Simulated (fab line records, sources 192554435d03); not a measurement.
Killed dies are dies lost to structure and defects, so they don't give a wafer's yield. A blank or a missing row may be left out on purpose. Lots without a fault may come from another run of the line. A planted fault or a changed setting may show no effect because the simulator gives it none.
Split-lot experiment | flow n5_finfet | 7 lots, 21 wafers read, on a route of 1938 steps

THE SPLIT
At N5_BEOL_M1_COAT_05 (resist thk 30 nm), the setting spin_rpm was moved away from the recipe's 1500 rpm on 8 of the 21 wafers read, by -8.1% to +9.1%. The other wafers ran this setting at the recipe's value.

FROM THE SPLIT TO THE READING: what the file shows between them, 3 steps
- N5_BEOL_M1_EBR_07
- N5_BEOL_M1_SOFTBAKE_06: time 60 s
- N5_BEOL_M1_DESCUM_16: chemistry O2, time 7 s

THE READING
CAR-EUV_of_BEOL_M1_COAT_05.thk_nm (the simulator's own value, which no gauge read), in nm, at N5_BEOL_M1_ETCH_74 (etches underlayer in N2/H2, target depth 6.5 nm, time 5.2 s). The file gives no usual value for it. The 13 wafers here that ran the recipe average 20.4 nm, standard deviation 0.16 nm.

wafer  | tool, chamber at the split | spin_rpm as run, rpm | against the recipe | CAR-EUV_of_BEOL_M1_COAT_05.thk_nm, nm | against lot-mates on the recipe
L074.1 | litho_track-02, 0          | 1500                 | recipe             | 20.4                                  | -
L074.3 | litho_track-02, 0          | 1500                 | recipe             | 20.6                                  | -
L074.5 | litho_track-02, 0          | 1500                 | recipe             | 20.6                                  | -
L077.3 | litho_track-04, 0          | 1596                 | +6.4%              | 19.6                                  | -1.0
L077.4 | litho_track-04, 0          | 1500                 | recipe             | 20.6                                  | -
L077.5 | litho_track-04, 0          | 1500                 | recipe             | 20.6                                  | -
L081.3 | litho_track-04, 0          | 1636                 | +9.1%              | 19.4                                  | -1.0
L081.5 | litho_track-04, 0          | 1636                 | +9.1%              | 19.2                                  | -1.2
L081.6 | litho_track-04, 0          | 1500                 | recipe             | 20.4                                  | -
L085.3 | litho_track-05, 0          | 1500                 | recipe             | 20.4                                  | -
L085.4 | litho_track-05, 0          | 1500                 | recipe             | 20.6                                  | -
L085.5 | litho_track-05, 0          | 1500                 | recipe             | 20.6                                  | -
L089.1 | litho_track-05, 0          | 1500                 | recipe             | 20.4                                  | -
L089.3 | litho_track-05, 0          | 1500                 | recipe             | 20.2                                  | -
L089.5 | litho_track-05, 0          | 1500                 | recipe             | 20.2                                  | -
L093.2 | litho_track-05, 0          | 1382                 | -7.9%              | 21.8                                  | no lot-mate on the recipe
L093.5 | litho_track-05, 0          | 1382                 | -7.9%              | 21.8                                  | no lot-mate on the recipe
L093.6 | litho_track-05, 0          | 1382                 | -7.9%              | 21.6                                  | no lot-mate on the recipe
L096.1 | litho_track-02, 0          | 1379                 | -8.1%              | 21.8                                  | +1.6
L096.2 | litho_track-02, 0          | 1379                 | -8.1%              | 21.8                                  | +1.6
L096.5 | litho_track-02, 0          | 1500                 | recipe             | 20.2                                  | -

THE FIT
A straight line over all 21 wafers: CAR-EUV_of_BEOL_M1_COAT_05.thk_nm changes by -0.149 nm for each +1% of spin_rpm; r = -0.98; the points scatter about the line by 0.16 nm.
The same after taking each lot's own level away (the mean of its wafers on the recipe; 18 wafers): -0.157 nm for each +1%; r = -0.97; scatter 0.16 nm.
On that fit, the largest move of spin_rpm shifts the reading by 1.4 nm.
The lots' own levels span 20.20 to 20.60 nm, that is 2.5 times the standard deviation above.
So the lot-to-lot level changes the slope little: the two slopes agree.
Check: with one of the wafers moved furthest among these (+9.1%) left out of the fit, the line predicts -1.49 nm for it against its lot-mates. It came out at -1 nm against them.

OTHER SPLITS ON THESE WAFERS
These wafers also went through other splits before the reading. Each is held against what the fit with the lots' levels taken away leaves over:
other split on the same wafers    | wafers away from the commonest value | r with CAR-EUV_of_BEOL_M1_COAT_05.thk_nm (lot level and that fit taken away)
N5_SDB_COAT_05 spin_rpm           | 4                                    | -0.48
N5_HKMG_FIN_COAT_29 spin_rpm      | 10                                   | -0.09
N5_HKMG_FIN_ETCH_31 bias_w        | 8                                    | -0.26
N5_GATE_CUT_DESCUM_18 time_s      | 5                                    | -0.03
N5_MOL_CONTACT_COAG_ALD_27 time_s | 5                                    | -0.22
N5_BEOL_M0_SAQP_PECVD_04 time_s   | 6                                    | +0.07
N5_BEOL_M0_SAQP_COAT_08 spin_rpm  | 7                                    | -0.05
N5_BEOL_M0_SAQP_DESCUM_19 time_s  | 4                                    | -0.26
N5_BEOL_M1_COAT_73 spin_rpm       | 7                                    | +0.05

THE WHOLE CHAIN: every reading that the file lists as answering this split, in the file's order
step                 | what it does                                                | reading                                                                            | change (the file's fit)               | r (the file's)
N5_BEOL_M1_COAT_05   | resist thk 30 nm                                            | CAR-EUV_of_BEOL_M1_COAT_05.thk_nm (the simulator's own value, which no gauge read) | -0.144 nm for each +1% of the setting | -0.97
N5_BEOL_M1_DESCUM_16 | chemistry O2, time 7 s                                      | CAR-EUV_of_BEOL_M1_COAT_05.thk_nm (the simulator's own value, which no gauge read) | -0.148 nm for each +1% of the setting | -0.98
N5_BEOL_M1_ETCH_74   | etches underlayer in N2/H2, target depth 6.5 nm, time 5.2 s | CAR-EUV_of_BEOL_M1_COAT_05.thk_nm (the simulator's own value, which no gauge read) | -0.156 nm for each +1% of the setting | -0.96

THE FILE'S OWN FIT
CAR-EUV_of_BEOL_M1_COAT_05.thk_nm changes by -0.156 nm for each +1% of spin_rpm, r = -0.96.
